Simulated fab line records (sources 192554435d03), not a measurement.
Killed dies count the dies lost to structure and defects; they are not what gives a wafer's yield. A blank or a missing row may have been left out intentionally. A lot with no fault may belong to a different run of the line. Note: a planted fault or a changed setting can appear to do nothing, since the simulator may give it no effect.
fab line records -- flow n5_finfet
record lots=7, wafers=21
route steps=1938 shown WELL_APT@24 FIN_SAQP@125 DUMMY_GATE@224 SD_EPI_P@321 SD_ACTIVATION@330 SDB@350 MOL_CONTACT_COAG@559
start_h: hours from the record's first day to the start of the lot's first wafer shown -- wait_h: time in hours since the lot's previous step -- " the same as in the row above -- L1.1+2: a single row standing in for several wafers -- - value missing, or start not given -- * or withheld: withheld -- < > ~ a bound
route shown NAME@n: names a module that has steps shown in the file, with the first one's number in the route -- usual: mean/standard deviation of fault-free wafers -- same: alike in all rows -- chamber/n: place in a boat -- sites: each site's reading -- _std_site: how widely they spread, as a standard deviation -- _edge_site: outer sites' mean less inner sites' -- radius_mm: for every site, how far away it sits from the centre of the wafer -- mask NAME#n: copy n -- behind: the most recent tool/chamber to have shaped the wafer -- hold: what put the lot on hold/how long, in hours/how the hold closed -- device: the n, p or np transistor that did not switch -- end of line: the tests these same wafers got at the end of their route -- where a step has no rows: the recipe by itself -- killed: not the wafer's yield, but the dies lost to structure and defects at the first sort -- map: the dies of a wafer, with x for killed, . for not killed, _ for no die there
set.NAME: setting as actually run; set.NAME@STEP: the setting as run at that earlier step -- model.NAME: the simulator's own value behind a step, which no gauge read
one table per step and one row per wafer, for lots whose settings were changed on purpose
## steps
# step N5_WELL_APT_EXPOSE_05
# recipe mask_id=NWELL, na=0.8, source_shape=conventional, sigma_outer=0.8, polarization=unpolarized, defocus_nm=0, target_cd_nm=200, dose_mj=20.3
lot.wafer,tool,chamber,start_h,wait_h,mask,set.dose_mj
L075.1+3,krf_scanner-02,0,19.51,-,NWELL#0,20.3
L075.4,krf_scanner-02,0,19.51,-,NWELL#0,21.63
L077.2+3+4,krf_scanner-02,0,32.97,-,NWELL#0,20.3
L078.2+5,krf_scanner-02,0,37.39,-,NWELL#0,20.93
L078.4,krf_scanner-02,0,37.39,-,NWELL#0,20.3
L079.3+6,krf_scanner-01,0,43.65,-,NWELL#0,19.2
L079.4,krf_scanner-01,0,43.65,-,NWELL#0,20.3
L081.3,krf_scanner-02,0,55.68,-,NWELL#0,21.55
L081.4+6,krf_scanner-02,0,55.68,-,NWELL#0,20.3
L082.2,krf_scanner-01,0,61.66,-,NWELL#0,20.3
L082.4+5,krf_scanner-01,0,61.66,-,NWELL#0,20.96
L088.3+5,krf_scanner-02,0,97.55,-,NWELL#0,20.85
L088.6,krf_scanner-02,0,97.55,-,NWELL#0,20.3
# step N5_WELL_APT_PEB_06
# recipe peb_temp_c=130, peb_time_s=90
# step N5_WELL_APT_DEVELOP_07
# recipe develop_time_s=45, rinse_liquid=surfactant_rinse, dry=air_spin, dev_temp_c=21
# step N5_WELL_APT_HARDBAKE_12
# recipe temp_c=130, time_s=120
# step N5_WELL_APT_CD_MEAS_08
# recipe target_cd_nm=200, landing_energy_ev=500, detector=se_inlens
# usual cd_nm=199.7/1.7
lot.wafer,tool,chamber,start_h,wait_h,set.dose_mj@WELL_APT_EXPOSE_05,cd_nm
L075.1,cd_sem-03,0,19.68,-,20.3,197.2
L075.3,cd_sem-03,0,19.68,-,20.3,196.5
L075.4,cd_sem-03,0,19.68,-,21.63,211.2
L077.2,cd_sem-03,0,33.14,-,20.3,200.2
L077.3,cd_sem-03,0,33.14,-,20.3,198.9
L077.4,cd_sem-03,0,33.14,-,20.3,202.5
L078.2,cd_sem-03,0,37.56,-,20.93,206.5
L078.4,cd_sem-03,0,37.56,-,20.3,200.4
L078.5,cd_sem-03,0,37.56,-,20.93,204.6
L079.3,cd_sem-02,0,43.81,-,19.2,191.4
L079.4,cd_sem-02,0,43.81,-,20.3,198.4
L079.6,cd_sem-02,0,43.81,-,19.2,189.2
L081.3,cd_sem-03,0,55.84,-,21.55,210.2
L081.4,cd_sem-03,0,55.84,-,20.3,200.7
L081.6,cd_sem-03,0,55.84,-,20.3,200.4
L082.2,cd_sem-02,0,61.83,-,20.3,200.2
L082.4,cd_sem-02,0,61.83,-,20.96,206.2
L082.5,cd_sem-02,0,61.83,-,20.96,205.8
L088.3,cd_sem-02,0,97.71,-,20.85,203.3
L088.5,cd_sem-02,0,97.71,-,20.85,203.9
L088.6,cd_sem-02,0,97.71,-,20.3,198.0
# step N5_WELL_APT_DESCUM_13
# recipe chemistry=O2, time_s=7.9, source_power_w=50, bias_power_w=20, pressure_mtorr=20, rf_frequency_hz=2.712e+07, temp_c=40, o2_flow_sccm=225
lot.wafer,tool,chamber,start_h,wait_h,set.dose_mj@WELL_APT_EXPOSE_05,model.WELL_APT.cd_nm
L075.1,rie_diel-04,1,19.81,0.1,20.3,197.1
L075.3,rie_diel-04,3,19.81,0.1,20.3,196.5
L075.4,rie_diel-04,3,19.81,0.1,21.63,210.7
L077.2,rie_diel-02,0,33.23,0.0,20.3,200.4
L077.3,rie_diel-02,1,33.23,0.0,20.3,198.6
L077.4,rie_diel-02,2,33.23,0.0,20.3,202.5
L078.2,rie_diel-03,1,37.64,0.0,20.93,206.9
L078.4,rie_diel-03,2,37.64,0.0,20.3,200.8
L078.5,rie_diel-03,1,37.64,0.0,20.93,205
L079.3,rie_diel-03,2,44.12,0.3,19.2,191.5
L079.4,rie_diel-03,3,44.12,0.3,20.3,198.7
L079.6,rie_diel-03,1,44.12,0.3,19.2,189.5
L081.3,rie_diel-03,3,56.05,0.2,21.55,210.3
L081.4,rie_diel-03,3,56.05,0.2,20.3,200.6
L081.6,rie_diel-03,1,56.05,0.2,20.3,200.7
L082.2,rie_diel-02,2,61.92,0.0,20.3,199.9
L082.4+5,rie_diel-02,"3,0",61.92,0.0,20.96,206.1
L088.3,rie_diel-02,0,97.88,0.1,20.85,203.5
L088.5,rie_diel-02,0,97.88,0.1,20.85,203.8
L088.6,rie_diel-02,1,97.88,0.1,20.3,197.8
# step N5_FIN_SAQP_SPACER1_ALD_24
# recipe material=SiO2, target_thk_a=203, temp_c=300, ald_precursor_family=BDEAS, ald_co_reactant=O2-plasma, pulse_time_s=1, purge_time_s=2, co_reactant_purge_time_s=2, ald_cycles=218, pressure_torr=2
lot.wafer,tool,chamber,start_h,wait_h,set.ald_cycles,model.SiO2_of_FIN_SAQP_SPACER1_ALD_24.thk_nm
L075.1+4,ald_sin-03,1,29.26,0.3,218,20.2
L075.3,ald_sin-03,3,29.26,0.3,253,23.6
L077.2+3+4,ald_sin-01,"1,2,0",41.85,0.3,218,20.4
L078.2,ald_sin-04,1,46.83,0.3,203,18.8
L078.4+5,ald_sin-04,"0,3",46.83,0.3,218,20.2
L079.3,ald_sin-04,2,54.19,0.1,218,20.4
L079.4+6,ald_sin-04,"3,1",54.19,0.1,183,17
L081.3,ald_sin-04,1,66.03,0.2,218,20.2
L081.4+6,ald_sin-04,"3,0",66.03,0.2,218,20.4
L082.2+4,ald_sin-01,"1,3",71.56,0.3,218,20.2
L082.5,ald_sin-01,0,71.56,0.3,190,17.8
L088.3+5,ald_sin-01,"2,3",107.99,0.1,253,23.6
L088.6,ald_sin-01,2,107.99,0.1,218,20.4
# step N5_FIN_SAQP_SPACER1_ETCHBACK_25
# recipe chemistry=CHF3/O2, mode=anisotropic_etchback, target=SiO2, target_depth_a=244, time_s=12.2, pressure_mtorr=30, source_w=650, bias_w=170, Ar_flow_sccm=200, CHF3_flow_sccm=50, O2_flow_sccm=5, ion_energy_ev=200
# step N5_FIN_SAQP_MANDREL1_REMOVE_56
# recipe chemistry=HBr/Cl2/O2, bt_time_s=10, target=a-Si, stop_on=SiNx, endpoint=OES-SiCl, over_etch_frac=1, icp_w=600, bias_w=22, HBr_flow_sccm=150, Cl2_flow_sccm=80, O2_flow_sccm=5, pressure_mtorr=10
lot.wafer,tool,chamber,start_h,wait_h,set.ald_cycles@FIN_SAQP_SPACER1_ALD_24,model.FIN_SAQP.cd_nm
L075.1+4,rie_si-04,"3,2",30.06,0.1,218,20
L075.3,rie_si-04,0,30.06,0.1,253,23.6
L077.2,rie_si-03,2,42.65,0.1,218,20.2
L077.3,rie_si-03,3,42.65,0.1,218,20.6
L077.4,rie_si-03,2,42.65,0.1,218,20.4
L078.2,rie_si-01,2,47.63,0.1,203,18.6
L078.4+5,rie_si-01,"0,3",47.63,0.1,218,20.2
L079.3,rie_si-03,2,55.19,0.1,218,20.2
L079.4+6,rie_si-03,"1,2",55.19,0.1,183,17
L081.3,rie_si-01,0,66.84,0.1,218,20.2
L081.4+6,rie_si-01,1,66.84,0.1,218,20.4
L082.2+4,rie_si-01,"0,1",72.37,0.1,218,20.2
L082.5,rie_si-01,3,72.37,0.1,190,17.6
L088.3,rie_si-04,3,108.80,0.1,253,23.4
L088.5,rie_si-04,0,108.80,0.1,253,23.8
L088.6,rie_si-04,1,108.80,0.1,218,20.4
# step N5_FIN_SAQP_CD_MEAS_27
# recipe target_cd_nm=20, landing_energy_ev=1000, detector=se_inlens, polarity=line
# usual cd_nm=20.27/0.25
lot.wafer,tool,chamber,start_h,wait_h,set.ald_cycles@FIN_SAQP_SPACER1_ALD_24,cd_nm
L075.1,cd_sem-02,0,30.17,0.1,218,19.98
L075.3,cd_sem-02,0,30.17,0.1,253,23.76
L075.4,cd_sem-02,0,30.17,0.1,218,20.18
L077.2,cd_sem-02,0,42.76,0.1,218,20.34
L077.3,cd_sem-02,0,42.76,0.1,218,20.50
L077.4,cd_sem-02,0,42.76,0.1,218,19.92
L078.2,cd_sem-02,0,47.75,0.1,203,18.38
L078.4,cd_sem-02,0,47.75,0.1,218,20.19
L078.5,cd_sem-02,0,47.75,0.1,218,20.17
L079.3,cd_sem-02,0,55.31,0.1,218,20.13
L079.4,cd_sem-02,0,55.31,0.1,183,17.04
L079.6,cd_sem-02,0,55.31,0.1,183,16.82
L081.3,cd_sem-02,0,66.95,0.1,218,20.19
L081.4,cd_sem-02,0,66.95,0.1,218,20.43
L081.6,cd_sem-02,0,66.95,0.1,218,20.39
L082.2,cd_sem-03,0,72.48,0.1,218,20.13
L082.4,cd_sem-03,0,72.48,0.1,218,20.42
L082.5,cd_sem-03,0,72.48,0.1,190,17.57
L088.3,cd_sem-02,0,108.92,0.1,253,23.51
L088.5,cd_sem-02,0,108.92,0.1,253,24.02
L088.6,cd_sem-02,0,108.92,0.1,218,20.14
# step N5_DUMMY_GATE_COAT_28
# recipe resist=underlayer, temp_c=205, time_s=60, spin_rpm=1500, resist_thk_nm=10
lot.wafer,tool,chamber,start_h,wait_h,set.spin_rpm,model.underlayer_of_DUMMY_GATE_COAT_28.thk_nm
L075.1+4,litho_track-01,0,-,-,1584,9.8
L075.3,litho_track-01,0,-,-,1500,10
L077.2+3+4,litho_track-03,0,-,-,1500,10
L078.2+5,litho_track-05,0,-,-,1337,10.6
L078.4,litho_track-05,0,-,-,1500,10
L079.3+4,litho_track-01,0,-,-,1500,10
L079.6,litho_track-01,0,-,-,1647,9.6
L081.3+4,litho_track-03,0,-,-,1340,10.6
L081.6,litho_track-03,0,-,-,1500,10
L082.2+4+5,litho_track-03,0,-,-,1500,10
L088.3,litho_track-05,0,-,-,1595,9.6
L088.5,litho_track-05,0,-,-,1595,9.8
L088.6,litho_track-05,0,-,-,1500,10
# step N5_DUMMY_GATE_EXPOSE_12
# recipe mask_id=GATE, na=0.33, source_shape=annular, sigma_inner=0.2, sigma_outer=0.6, polarization=unpolarized, target_cd_nm=25, dose_mj=34
lot.wafer,tool,chamber,start_h,wait_h,mask,set.dose_mj
L075.1+3,euv_scanner-01,0,53.43,-,GATE#0,35.2
L075.4,euv_scanner-01,0,53.43,-,GATE#0,34
L077.2+3+4,euv_scanner-01,0,73.18,-,GATE#0,34
L078.2+4+5,euv_scanner-02,0,77.09,-,GATE#0,34
L079.3+4+6,euv_scanner-01,0,81.00,-,GATE#0,34
L081.3+4+6,euv_scanner-01,0,88.91,-,GATE#0,34
L082.2+5,euv_scanner-01,0,93.38,-,GATE#0,35.98
L082.4,euv_scanner-01,0,93.38,-,GATE#0,34
L088.3+5+6,euv_scanner-01,0,130.47,-,GATE#0,34
# step N5_DUMMY_GATE_PEB_13
# recipe peb_temp_c=100, peb_time_s=60, resist=CAR-EUV
# step N5_DUMMY_GATE_DEVELOP_14
# recipe develop_time_s=30, developer=TMAH, resist=CAR-EUV, rinse_liquid=surfactant_rinse, dry=air_spin, dev_temp_c=23
# step N5_DUMMY_GATE_CD_MEAS_15
# recipe target_cd_nm=25.8, landing_energy_ev=500, detector=se_inlens
# usual cd_nm=25.06/0.28
lot.wafer,tool,chamber,start_h,wait_h,set.dose_mj@DUMMY_GATE_EXPOSE_12,cd_nm
L075.1,cd_sem-02,0,53.55,-,35.2,24.52
L075.3,cd_sem-02,0,53.55,-,35.2,24.35
L075.4,cd_sem-02,0,53.55,-,34,25.15
L077.2,cd_sem-03,0,73.31,-,34,25.10
L077.3,cd_sem-03,0,73.31,-,34,25.22
L077.4,cd_sem-03,0,73.31,-,34,24.95
L078.2,cd_sem-02,0,77.21,-,34,24.91
L078.4,cd_sem-02,0,77.21,-,34,24.89
L078.5,cd_sem-02,0,77.21,-,34,24.89
L079.3,cd_sem-02,0,81.12,-,34,25.37
L079.4,cd_sem-02,0,81.12,-,34,25.37
L079.6,cd_sem-02,0,81.12,-,34,25.42
L081.3,cd_sem-03,0,89.03,-,34,25.23
L081.4,cd_sem-03,0,89.03,-,34,24.92
L081.6,cd_sem-03,0,89.03,-,34,24.98
L082.2,cd_sem-01,0,93.50,-,35.98,23.71
L082.4,cd_sem-01,0,93.50,-,34,25.01
L082.5,cd_sem-01,0,93.50,-,35.98,23.84
L088.3,cd_sem-01,0,130.59,-,34,25.14
L088.5,cd_sem-01,0,130.59,-,34,25.11
L088.6,cd_sem-01,0,130.59,-,34,25.13
# step N5_SD_EPI_P_EPI_21
# recipe material=SiGe:B, dopant=B, temp_c=550, pressure_torr=20, ambient=H2, time_s=355
lot.wafer,tool,chamber,start_h,wait_h,set.epi_growth_time_s,model.SiGe-B_of_SD_EPI_P_EPI_21.thk_nm
L075.1,epi_rpcvd-02,0,62.38,0.3,319.6,56.4
L075.3,epi_rpcvd-02,0,63.66,1.4,355,60.8
L075.4,epi_rpcvd-02,0,63.66,1.4,355,60.6
L077.2,epi_rpcvd-04,0,82.90,0.6,355,61
L077.3,epi_rpcvd-04,0,82.90,0.6,355,60.8
L077.4,epi_rpcvd-04,0,82.90,0.6,355,61.8
L078.2+4,epi_rpcvd-01,0,86.14,0.5,355,60
L078.5,epi_rpcvd-01,0,87.22,1.5,380.3,62.8
L079.3,epi_rpcvd-02,0,91.82,1.1,355,61.2
L079.4,epi_rpcvd-02,0,91.82,1.1,355,61.4
L079.6,epi_rpcvd-02,0,91.82,1.1,382.6,65.8
L081.3,epi_rpcvd-02,0,102.42,1.1,355,61.6
L081.4,epi_rpcvd-02,0,102.42,1.1,387.8,64.4
L081.6,epi_rpcvd-02,0,102.42,1.1,387.8,65.2
L082.2,epi_rpcvd-04,0,103.96,0.6,355,60.4
L082.4+5,epi_rpcvd-04,0,103.96,0.6,355,60.6
L088.3,epi_rpcvd-01,0,141.48,0.8,355,59.4
L088.5,epi_rpcvd-01,0,141.48,0.8,355,60
L088.6,epi_rpcvd-01,0,141.48,0.8,341,57.6
# step N5_SD_EPI_P_HM_STRIP_48
# recipe chemistry=H3PO4, temp_c=160, material=SiNx, target=SiNx, target_depth_a=30, overetch_fraction=0.3
# step N5_SD_ACTIVATION_RTA_00
# recipe temp_c=975, time_s=0, ambient=N2, idle_temp_c=600, ramp_up_c_per_s=150, ramp_down_c_per_s=60, cool_to_c=600
# step N5_SD_ACTIVATION_LSA_01
# recipe temp_c=1080, time_s=0.0008, ambient=N2
# step N5_SD_ACTIVATION_RS_MEAS_03
# recipe thk_meas_gauge=four-point-probe
# usual RS_SD_N=21.91/0.25, RS_SD_P=56.0/1
lot.wafer,tool,chamber,start_h,wait_h,set.epi_growth_time_s@SD_EPI_P_EPI_21,RS_SD_N[ohm/sq],RS_SD_P[ohm/sq]
L075.1,film_metro-01,-,66.87,0.2,319.6,21.85,61.5
L075.3,film_metro-01,-,66.87,0.2,355,21.53,56.7
L075.4,film_metro-01,-,66.87,0.2,355,21.47,57.1
L077.2,film_metro-02,-,85.96,0.2,355,21.88,57.1
L077.3,film_metro-02,-,85.96,0.2,355,21.92,56.9
L077.4,film_metro-02,-,85.96,0.2,355,22.02,56.3
L078.2,film_metro-01,-,88.70,0.2,355,21.72,56.9
L078.4,film_metro-01,-,88.70,0.2,355,21.83,56.9
L078.5,film_metro-01,-,88.70,0.2,380.3,21.73,54.6
L079.3,film_metro-01,-,94.45,0.2,355,21.68,55.1
L079.4,film_metro-01,-,94.45,0.2,355,21.85,54.4
L079.6,film_metro-01,-,94.45,0.2,382.6,21.56,50.8
L081.3,film_metro-01,-,105.02,0.2,355,22.05,54.9
L081.4,film_metro-01,-,105.02,0.2,387.8,22.19,52.2
L081.6,film_metro-01,-,105.02,0.2,387.8,22.24,52.2
L082.2,film_metro-02,-,107.03,0.2,355,22.16,56.7
L082.4,film_metro-02,-,107.03,0.2,355,21.92,57.0
L082.5,film_metro-02,-,107.03,0.2,355,22.18,56.3
L088.3,film_metro-01,-,143.61,0.2,355,21.72,56.9
L088.5,film_metro-01,-,143.61,0.2,355,21.72,56.8
L088.6,film_metro-01,-,143.61,0.2,341,22.00,59.2
# step N5_SDB_COAT_05
# recipe resist=CAR-ArF, spin_rpm=1500, resist_thk_nm=90
lot.wafer,tool,chamber,start_h,wait_h,set.spin_rpm,model.CAR-ArF_of_SDB_COAT_05.thk_nm
L075.1,litho_track-02,0,-,-,1500,90.2
L075.3+4,litho_track-02,0,-,-,1500,89.8
L077.2,litho_track-05,0,-,-,1500,90.2
L077.3,litho_track-05,0,-,-,1500,90
L077.4,litho_track-05,0,-,-,1500,89.8
L078.2,litho_track-02,0,-,-,1577,87
L078.4+5,litho_track-02,0,-,-,1577,87.4
L079.3,litho_track-02,0,-,-,1500,90
L079.4,litho_track-02,0,-,-,1349,94.6
L079.6,litho_track-02,0,-,-,1500,89.8
L081.3,litho_track-02,0,-,-,1500,89.8
L081.4,litho_track-02,0,-,-,1395,93.2
L081.6,litho_track-02,0,-,-,1500,89.6
L082.2,litho_track-02,0,-,-,1500,89.6
L082.4,litho_track-02,0,-,-,1500,89.8
L082.5,litho_track-02,0,-,-,1553,88
L088.3+6,litho_track-02,0,-,-,1612,86.4
L088.5,litho_track-02,0,-,-,1500,89.8
# step N5_SDB_EBR_07
# recipe solvent=PGMEA, ebr_width_mm=1.5
# step N5_SDB_SOFTBAKE_06
# recipe temp_c=110, time_s=60, resist=CAR-ArF
# step N5_SDB_EXPOSE_08
# recipe mask_id=SDB, na=1.35, source_shape=conventional, sigma_outer=0.5, polarization=unpolarized, dose_mj=49.6
# step N5_SDB_PEB_09
# recipe peb_temp_c=withheld, peb_time_s=60, resist=CAR-ArF
# step N5_SDB_DEVELOP_10
# recipe develop_time_s=30, developer=TMAH, resist=CAR-ArF, rinse_liquid=diw, dry=air_spin, dev_temp_c=23
lot.wafer,tool,chamber,start_h,wait_h,set.spin_rpm@SDB_COAT_05,model.CAR-ArF_of_SDB_COAT_05.thk_nm
L075.1,litho_track-05,0,-,-,1500,88.4
L075.3,litho_track-05,0,-,-,1500,88
L075.4,litho_track-05,0,-,-,1500,88.2
L077.2,litho_track-03,0,-,-,1500,88.4
L077.3+4,litho_track-03,0,-,-,1500,88.2
L078.2,litho_track-05,0,-,-,1577,85.4
L078.4+5,litho_track-05,0,-,-,1577,85.8
L079.3,litho_track-02,0,-,-,1500,88.2
L079.4,litho_track-02,0,-,-,1349,92.8
L079.6,litho_track-02,0,-,-,1500,88
L081.3,litho_track-03,0,-,-,1500,88
L081.4,litho_track-03,0,-,-,1395,91.4
L081.6,litho_track-03,0,-,-,1500,87.8
L082.2,litho_track-03,0,-,-,1500,87.8
L082.4,litho_track-03,0,-,-,1500,88.2
L082.5,litho_track-03,0,-,-,1553,86.4
L088.3+6,litho_track-05,0,-,-,1612,84.8
L088.5,litho_track-05,0,-,-,1500,88
# step N5_SDB_DESCUM_16
# recipe chemistry=O2, time_s=7.9, source_power_w=50, bias_power_w=20, pressure_mtorr=20, rf_frequency_hz=2.712e+07, temp_c=40, resist=CAR-ArF, o2_flow_sccm=225
lot.wafer,tool,chamber,start_h,wait_h,set.spin_rpm@SDB_COAT_05,model.CAR-ArF_of_SDB_COAT_05.thk_nm
L075.1,rie_diel-03,2,73.92,0.0,1500,83.6
L075.3,rie_diel-03,0,73.92,0.0,1500,83.2
L075.4,rie_diel-03,1,73.92,0.0,1500,83.4
L077.2,rie_diel-02,0,93.50,0.2,1500,83.6
L077.3,rie_diel-02,1,93.50,0.2,1500,83.4
L077.4,rie_diel-02,3,93.50,0.2,1500,83.2
L078.2,rie_diel-03,3,96.28,0.0,1577,80.6
L078.4,rie_diel-03,2,96.28,0.0,1577,80.8
L078.5,rie_diel-03,1,96.28,0.0,1577,81
L079.3,rie_diel-03,2,102.22,0.2,1500,83.4
L079.4,rie_diel-03,1,102.22,0.2,1349,88.2
L079.6,rie_diel-03,0,102.22,0.2,1500,83.2
L081.3,rie_diel-03,0,112.52,0.5,1500,83.2
L081.4,rie_diel-03,2,112.52,0.5,1395,86.6
L081.6,rie_diel-03,2,112.52,0.5,1500,83
L082.2,rie_diel-04,0,114.37,0.1,1500,83
L082.4,rie_diel-04,3,114.37,0.1,1500,83.4
L082.5,rie_diel-04,1,114.37,0.1,1553,81.4
L088.3+6,rie_diel-03,1,151.45,0.0,1612,80
L088.5,rie_diel-03,2,151.45,0.0,1500,83.2
# step N5_MOL_CONTACT_COAG_ALD_27
# recipe material=SiOC, target_thk_a=170, temp_c=400, ald_precursor_family=carbosiloxane, ald_co_reactant=H2-plasma, pulse_time_s=1.5, time_s=2720, purge_time_s=2, co_reactant_purge_time_s=2, ald_cycles=340, pressure_torr=2
lot.wafer,tool,chamber,start_h,wait_h,set.ald_cycles,model.SiOC_of_MOL_CONTACT_COAG_ALD_27.thk_nm
L075.1+3+4,ald_sin-03,"0,1,2",100.72,0.0,340,17.2
L077.2,ald_sin-03,0,123.23,0.0,340,17.2
L077.3+4,ald_sin-03,"2,3",123.23,0.0,340,17
L078.2+4,ald_sin-03,"2,3",126.67,0.4,340,17
L078.5,ald_sin-03,2,126.67,0.4,363,18.2
L079.3+4,ald_sin-04,"1,2",132.59,0.0,317,15.8
L079.6,ald_sin-04,1,132.59,0.0,340,17
L081.3+4+6,ald_sin-01,"3,0,2",139.77,0.0,340,17
L082.2+5,ald_sin-04,3,143.11,0.1,374,18.6
L082.4,ald_sin-04,2,143.11,0.1,374,18.8
L088.3+6,ald_sin-04,"3,1",182.51,0.0,340,17
L088.5,ald_sin-04,2,182.51,0.0,383,19.2
# step N5_MOL_CONTACT_COAG_COAT_76
# recipe resist=SiARC, temp_c=220, time_s=60, spin_rpm=1500, resist_thk_nm=10
lot.wafer,tool,chamber,start_h,wait_h,set.spin_rpm,model.SiARC_of_MOL_CONTACT_COAG_COAT_76.thk_nm
L075.1,litho_track-03,0,-,-,1339,10.6
L075.3+4,litho_track-03,0,-,-,1500,10
L077.2+3+4,litho_track-03,0,-,-,1500,10
L078.2+4,litho_track-03,0,-,-,1629,9.6
L078.5,litho_track-03,0,-,-,1500,10
L079.3+6,litho_track-03,0,-,-,1545,9.8
L079.4,litho_track-03,0,-,-,1500,10
L081.3,litho_track-02,0,-,-,1359,10.4
L081.4+6,litho_track-02,0,-,-,1500,10
L082.2+4,litho_track-04,0,-,-,1558,9.8
L082.5,litho_track-04,0,-,-,1500,10
L088.3+5+6,litho_track-03,0,-,-,1500,10
# step N5_MOL_CONTACT_COAG_COAT_77
# recipe resist=underlayer, temp_c=205, time_s=60, spin_rpm=1500, resist_thk_nm=10
# step N5_MOL_CONTACT_COAG_COAT_78
# recipe resist=CAR-EUV, spin_rpm=1500, resist_thk_nm=40
# step N5_MOL_CONTACT_COAG_DESCUM_88
# recipe chemistry=O2, time_s=7, source_power_w=50, bias_power_w=20, pressure_mtorr=20, rf_frequency_hz=2.712e+07, temp_c=40, resist=CAR-EUV, o2_flow_sccm=225
# step N5_MOL_CONTACT_COAG_ETCH_89
# recipe chemistry=N2/H2, target=underlayer, target_depth_a=130, mask_material=CAR-EUV, time_s=10.4, ion_energy_ev=200, pressure_mtorr=30, source_w=840, bias_w=150, n2_flow_sccm=200, h2_flow_sccm=200, ends=cleared
# step N5_MOL_CONTACT_COAG_ETCH_90
# recipe chemistry=CF4, target=SiARC, target_depth_a=130, mask_material=CAR-EUV, time_s=21.7, ion_energy_ev=80, pressure_mtorr=40, source_w=545, bias_w=36, Ar_flow_sccm=100, cf4_flow_sccm=100, ends=cleared
lot.wafer,tool,chamber,start_h,wait_h,set.spin_rpm@MOL_CONTACT_COAG_COAT_76,model.etch.depth_nm
L075.1,rie_diel-02,3,103.78,0.0,1339,10.56
L075.3,rie_diel-02,1,103.78,0.0,1500,9.982
L075.4,rie_diel-02,0,103.78,0.0,1500,9.965
L077.2,rie_diel-03,0,126.39,0.0,1500,9.99
L077.3,rie_diel-03,3,126.39,0.0,1500,9.997
L077.4,rie_diel-03,1,126.39,0.0,1500,9.994
L078.2,rie_diel-04,2,129.71,0.0,1629,9.623
L078.4,rie_diel-04,0,129.71,0.0,1629,9.588
L078.5,rie_diel-04,1,129.71,0.0,1500,10
L079.3,rie_diel-02,2,135.89,0.0,1545,9.895
L079.4,rie_diel-02,1,135.89,0.0,1500,10.02
L079.6,rie_diel-02,1,135.89,0.0,1545,9.866
L081.3,rie_diel-04,0,142.87,0.0,1359,10.48
L081.4,rie_diel-04,3,142.87,0.0,1500,9.957
L081.6,rie_diel-04,0,142.87,0.0,1500,9.96
L082.2,rie_diel-03,1,147.26,0.0,1558,9.802
L082.4,rie_diel-03,2,147.26,0.0,1558,9.831
L082.5,rie_diel-03,0,147.26,0.0,1500,10.02
L088.3,rie_diel-03,2,185.79,0.0,1500,9.991
L088.5,rie_diel-03,0,185.79,0.0,1500,10.01
L088.6,rie_diel-03,1,185.79,0.0,1500,9.973
## key
split step=N5_WELL_APT_EXPOSE_05, setting=dose_mj, stated=20.3, by=wafer
response step=N5_WELL_APT_CD_MEAS_08, reading=cd_nm, change=+1.79, per=1%, r=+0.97
response step=N5_WELL_APT_DESCUM_13, reading=model.WELL_APT.cd_nm, change=+1.79, per=1%, r=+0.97
split step=N5_FIN_SAQP_SPACER1_ALD_24, setting=ald_cycles, stated=218, by=wafer
response step=N5_FIN_SAQP_SPACER1_ALD_24, reading=model.SiO2_of_FIN_SAQP_SPACER1_ALD_24.thk_nm, change=+0.204, per=1%, r=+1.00
response step=N5_FIN_SAQP_MANDREL1_REMOVE_56, reading=model.FIN_SAQP.cd_nm, change=+0.208, per=1%, r=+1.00
response step=N5_FIN_SAQP_CD_MEAS_27, reading=cd_nm, change=+0.219, per=1%, r=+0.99
split step=N5_DUMMY_GATE_COAT_28, setting=spin_rpm, stated=1500, by=wafer
response step=N5_DUMMY_GATE_COAT_28, reading=model.underlayer_of_DUMMY_GATE_COAT_28.thk_nm, change=-0.0497, per=1%, r=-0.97
split step=N5_DUMMY_GATE_EXPOSE_12, setting=dose_mj, stated=34, by=wafer
response step=N5_DUMMY_GATE_CD_MEAS_15, reading=cd_nm, change=-0.211, per=1%, r=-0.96
split step=N5_SD_EPI_P_EPI_21, setting=epi_growth_time_s, stated=355, by=wafer
response step=N5_SD_EPI_P_EPI_21, reading=model.SiGe-B_of_SD_EPI_P_EPI_21.thk_nm, change=+0.435, per=1%, r=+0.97
response step=N5_SD_ACTIVATION_RS_MEAS_03, reading=RS_SD_P, change=-0.409, per=1%, r=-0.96
split step=N5_SDB_COAT_05, setting=spin_rpm, stated=1500, by=wafer
response step=N5_SDB_COAT_05, reading=model.CAR-ArF_of_SDB_COAT_05.thk_nm, change=-0.472, per=1%, r=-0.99
response step=N5_SDB_DEVELOP_10, reading=model.CAR-ArF_of_SDB_COAT_05.thk_nm, change=-0.464, per=1%, r=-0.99
response step=N5_SDB_DESCUM_16, reading=model.CAR-ArF_of_SDB_COAT_05.thk_nm, change=-0.476, per=1%, r=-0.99
split step=N5_MOL_CONTACT_COAG_ALD_27, setting=ald_cycles, stated=340, by=wafer
response step=N5_MOL_CONTACT_COAG_ALD_27, reading=model.SiOC_of_MOL_CONTACT_COAG_ALD_27.thk_nm, change=+0.175, per=1%, r=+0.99
split step=N5_MOL_CONTACT_COAG_COAT_76, setting=spin_rpm, stated=1500, by=wafer
response step=N5_MOL_CONTACT_COAG_COAT_76, reading=model.SiARC_of_MOL_CONTACT_COAG_COAT_76.thk_nm, change=-0.0498, per=1%, r=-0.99
response step=N5_MOL_CONTACT_COAG_ETCH_90, reading=model.etch.depth_nm, change=-0.0522, per=1%, r=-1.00
